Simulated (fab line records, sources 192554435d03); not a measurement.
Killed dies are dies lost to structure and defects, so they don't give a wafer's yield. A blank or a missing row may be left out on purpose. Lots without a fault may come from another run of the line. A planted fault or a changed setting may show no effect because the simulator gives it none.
Which tool did it? | flow n5_finfet | 22 lots, 66 wafers sampled, at 3 steps of a route of 1938

WHAT THE GAUGES READ, wafer by wafer
N5_WELL_APT_CD_MEAS_25: target cd 200 nm. Usual: cd_nm 200.4 nm, standard deviation 1.6.
lot  | measured    | on        | cd_nm (nm)        | flag
L074 | day 1 17:10 | cd_sem-03 | 202.3 200.9 202.1 |
L075 | day 1 21:23 | cd_sem-01 | 200.9 200.7 199.5 |
L076 | day 2 02:50 | cd_sem-01 | 200.7 200.3 199.1 |
L078 | day 2 15:58 | cd_sem-01 | 199.7 199.7 198.2 |
L079 | day 2 21:02 | cd_sem-01 | 203.4 203.0 200.8 |
L080 | day 3 02:58 | cd_sem-03 | 200.4 202.0 201.4 |
L081 | day 3 09:02 | cd_sem-01 | 199.3 199.7 200.3 |
L082 | day 3 14:55 | cd_sem-03 | 201.7 200.7 200.7 |
L083 | day 3 21:19 | cd_sem-02 | 202.5 202.5 202.3 |
L085 | day 4 08:50 | cd_sem-02 | 202.1 202.5 201.1 |
L086 | day 4 15:07 | cd_sem-01 | 201.1 200.4 198.7 |
L087 | day 4 20:58 | cd_sem-01 | 199.5 200.1 199.6 |
L088 | day 5 02:51 | cd_sem-01 | 199.3 198.1 197.0 |
L089 | day 5 09:01 | cd_sem-01 | 198.7 197.1 197.1 |
L090 | day 5 14:46 | cd_sem-01 | 201.2 200.9 199.8 |
L091 | day 5 20:56 | cd_sem-02 | 198.0 200.0 198.8 |
L092 | day 6 02:50 | cd_sem-02 | 201.8 200.4 199.0 |
L093 | day 6 09:07 | cd_sem-03 | 203.3 201.5 200.8 |
L094 | day 6 15:23 | cd_sem-02 | 197.8 199.7 198.0 |
L095 | day 6 20:51 | cd_sem-01 | 201.7 201.4 201.5 |
L096 | day 7 03:43 | cd_sem-02 | 199.2 200.1 199.6 |
L097 | day 7 09:10 | cd_sem-01 | 198.6 199.9 199.1 |

N5_FIN_SAQP_OVL_MEAS_17. Usual: FIN_CORE_OVL -0.3 nm, standard deviation 0.78.
lot  | measured    | on         | FIN_CORE_OVL (nm) | flag
L074 | day 1 23:59 | overlay-01 | -0.1 -0.2 0.5     |
L075 | day 2 05:34 | overlay-02 | -2.3 -0.5 -1.1    |
L076 | day 2 09:50 | overlay-01 | -1.3 -0.4 -0.8    |
L078 | day 2 22:45 | overlay-02 | 0.1 0.1 -0.3      |
L079 | day 3 03:43 | overlay-01 | -0.6 -0.7 0.6     |
L080 | day 3 10:59 | overlay-01 | -1.7 -0.7 0.1     |
L081 | day 3 16:15 | overlay-01 | 0.8 -0.3 0.2      |
L082 | day 3 22:20 | overlay-02 | -0.5 -2.1 -1.0    |
L083 | day 4 04:37 | overlay-02 | 0.0 -0.6 -0.4     |
L085 | day 4 17:16 | overlay-02 | -0.6 -1.6 -1.7    |
L086 | day 4 22:11 | overlay-02 | -0.2 -0.4 1.2     |
L087 | day 5 06:34 | overlay-02 | -0.7 -0.5 -0.5    |
L088 | day 5 10:23 | overlay-01 | 0.1 0.6 -0.3      |
L089 | day 5 15:57 | overlay-01 | -0.7 0.6 0.3      |
L090 | day 5 21:35 | overlay-02 | 0.3 0.0 -0.8      |
L091 | day 6 04:14 | overlay-02 | 0.1 0.7 -0.2      |
L092 | day 6 10:22 | overlay-01 | -0.5 -0.2 -0.6    |
L093 | day 6 22:05 | overlay-02 | 1.0 0.5 1.2       |
L094 | day 6 22:56 | overlay-01 | 0.7 1.2 -1.9      |
L095 | day 7 05:20 | overlay-01 | 0.6 -1.1 -0.6     |
L096 | day 7 10:56 | overlay-01 | -0.5 0.2 -1.0     |
L097 | day 7 16:25 | overlay-02 | 0.8 -0.8 -0.4     |

WHICH TOOL RAN EACH LOT (tool, then ch and the chambers of the sampled wafers, then the start)
lot  | N5_PMOS_HMC_CHANNEL_EPI_FIN_RECESS_16
L074 | rie_si-06 ch 0,3, day 1 20:11
L075 | rie_si-06 ch 0,1,3, day 2 01:52
L076 | rie_si-06 ch 0,2,3, day 2 06:01
L078 | rie_si-06 ch 1,2,3, day 2 18:59
L079 | rie_si-06 ch 2,3, day 2 23:55
L080 | rie_si-02 ch 0,1,2, day 3 05:37
L081 | rie_si-02 ch 0,1,2, day 3 12:12
L082 | rie_si-06 ch 0,3, day 3 18:02
L083 | rie_si-06 ch 0,1,2, day 4 00:02
L085 | rie_si-02 ch 0,1,3, day 4 12:31
L086 | rie_si-06 ch 0,1,3, day 4 18:01
L087 | rie_si-02 ch 0,1,3, day 4 23:40
L088 | rie_si-02 ch 0,2,3, day 5 06:13
L089 | rie_si-02 ch 0,2,3, day 5 11:47
L090 | rie_si-06 ch 0,1,3, day 5 17:29
L091 | rie_si-06 ch 0,2, day 5 23:39
L092 | rie_si-06 ch 0,1,2, day 6 05:30
L093 | rie_si-05 ch 1,3, day 6 17:46
L094 | rie_si-06 ch 0,1,3, day 6 18:55
L095 | rie_si-06 ch 0,2,3, day 7 01:20
L096 | rie_si-06 ch 0,3, day 7 06:24
L097 | rie_si-05 ch 0,1,3, day 7 12:40
- N5_PMOS_HMC_CHANNEL_EPI_FIN_RECESS_16: chemistry HBr/Cl2, target Si, target depth 54 nm, time 18 s.

WHAT THE TOOLS THEMSELVES READ (means of the sampled wafers that have a number; where no wafer has one, the mark that the record gives instead)
N5_PMOS_HMC_CHANNEL_EPI_FIN_RECESS_16. Usual: drypump_motor_current_A 5.8 A, standard deviation 0.4; oes_product_au 0.997 a.u., standard deviation 0.012; rf_fwd_power_W 796 W, standard deviation 3; throttle_valve_pct 35.56 %, standard deviation 0.14.
lot  | tool      | drypump_motor_current_A (A) | oes_product_au (a.u.) | rf_fwd_power_W (W) | throttle_valve_pct (%) | flag
L074 | rie_si-06 | 5.7                         | 1.001                 | 800                | 35.58                  |
L075 | rie_si-06 | 5.7                         | 0.994                 | 797                | 35.55                  |
L076 | rie_si-06 | 5.7                         | 0.995                 | 797                | 35.54                  |
L078 | rie_si-06 | 5.7                         | 0.998                 | 799                | 35.50                  |
L079 | rie_si-06 | 5.7                         | 1.001                 | 796                | 35.49                  |
L080 | rie_si-02 | 5.8                         | 1.005                 | 794                | 35.62                  |
L081 | rie_si-02 | 5.8                         | 1.012                 | 796                | 35.60                  |
L082 | rie_si-06 | 5.6                         | 0.996                 | 799                | 35.54                  |
L083 | rie_si-06 | 5.7                         | 0.990                 | 797                | 35.56                  |
L085 | rie_si-02 | 5.7                         | 1.002                 | 794                | 35.49                  |
L086 | rie_si-06 | 5.6                         | 0.993                 | 794                | 35.55                  |
L087 | rie_si-02 | 5.7                         | 0.993                 | 793                | 35.51                  |
L088 | rie_si-02 | 6.1                         | 1.005                 | 796                | 35.57                  |
L089 | rie_si-02 | 6.1                         | 0.994                 | 794                | 35.58                  |
L090 | rie_si-06 | 5.6                         | 0.996                 | 795                | 35.55                  |
L091 | rie_si-06 | 5.7                         | 0.999                 | 798                | 35.55                  |
L092 | rie_si-06 | 5.7                         | 0.994                 | 797                | 35.56                  |
L093 | rie_si-05 | 5.5                         | 0.987                 | 793                | 35.48                  |
L094 | rie_si-06 | 5.6                         | 0.997                 | 798                | 35.55                  |
L095 | rie_si-06 | 5.7                         | 1.001                 | 799                | 35.53                  |
L096 | rie_si-06 | 5.7                         | 0.994                 | 794                | 35.59                  |
L097 | rie_si-05 | 5.7                         | 1.000                 | 797                | 35.55                  |

THE ANSWER, worked out from the rows above alone
Rule: a lot is off if the mean of its wafers that have a number lies more than 3 standard deviations from the usual mean. A lot without any number at a reading at which 4 lots or more have one is off too. The other lots that the step has rows for count as sound. The gauges are gone through in route order, then the tools' own readings, and for those a lot's mean is taken as printed above. The first step at which some lot is off is used, and at that step the reading that is off furthest; a lot without a number counts as furthest.
No lot is off at any reading shown: from this, nothing can be told.

WHAT THE SIMULATOR HAD PUT IN
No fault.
